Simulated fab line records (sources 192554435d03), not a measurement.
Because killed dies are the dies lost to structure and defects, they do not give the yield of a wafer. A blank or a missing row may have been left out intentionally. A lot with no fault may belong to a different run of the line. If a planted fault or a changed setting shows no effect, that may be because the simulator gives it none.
Chamber matching -- flow n5 finfet -- N5_BEOL_M5_STRIP_36 on rie diel-03: 4 sister chambers
The step strips in N2/H2. 16 wafers are shown with their chamber, then 8 later ones without.

== WAFERS, EACH WITH ITS CHAMBER ==
wafer,chamber,throttle valve pct (%),showerhead plenum p Torr (Torr),drypump motor current A (A)
L078.3,1,23.8,2.41,6.8
L078.4,0,24.1,2.64,5.8
L078.6,2,23.5,2.62,6.2
L080.1,2,23.5,2.62,6.3
L080.2,3,23.5,2.46,5.8
L080.3,0,24.1,2.64,5.8
L083.1,3,23.5,2.46,5.8
L083.3,2,23.5,2.61,6.2
L083.6,0,24.2,2.63,5.8
L085.4,1,23.8,2.40,6.8
L085.5,3,23.5,2.46,5.9
L085.6,0,24.2,2.63,5.8
L091.3,2,23.5,2.61,6.2
L091.4,1,23.8,2.40,6.8
L091.6,3,23.5,2.46,5.8
L093.1,3,23.5,2.45,5.8

SIGNATURES, as means of the wafers listed above
reading,chamber 0,chamber 1,chamber 2,chamber 3,scatter within a chamber
throttle valve pct,24.150,23.800,23.500,23.500,0.0289
showerhead plenum p Torr,2.6350,2.4033,2.6150,2.4580,0.00537
drypump motor current A,5.800,6.800,6.225,5.820,0.0359
Rule: for each reading, subtract the chamber's mean from the wafer's reading, divide by that reading's scatter and square the result; add these up over the readings and take the root, which gives the wafer's distance from the chamber. The wafer belongs to the nearest chamber; if the next one is less than 2 further off, it can't be placed. The scatter: the root of (the sum of the squares of (reading less its chamber's mean) over the shown wafers, divided by (wafers less chambers)).

== WAFERS WITHOUT THEIR CHAMBER ==
wafer,throttle valve pct (%),showerhead plenum p Torr (Torr),drypump motor current A (A)
L093.4,23.5,2.61,6.2
L093.6,24.2,2.63,5.8
L090.2,23.5,2.61,6.2
L090.3,24.2,2.63,5.7
L090.5,23.5,2.45,5.9
L096.2,23.5,2.45,5.9
L096.3,24.1,2.63,5.8
L096.5,24.2,2.62,5.8

== CHAMBER TAKEN BY EACH ==
wafer,from the rows above,in truth
L093.4,2,2
L093.6,0,0
L090.2,2,2
L090.3,0,0
L090.5,3,3
L096.2,3,3
L096.3,0,0
L096.5,0,0
Placed correctly: 8 of 8. Can't be placed from these rows: 0. Wrongly placed: 0.
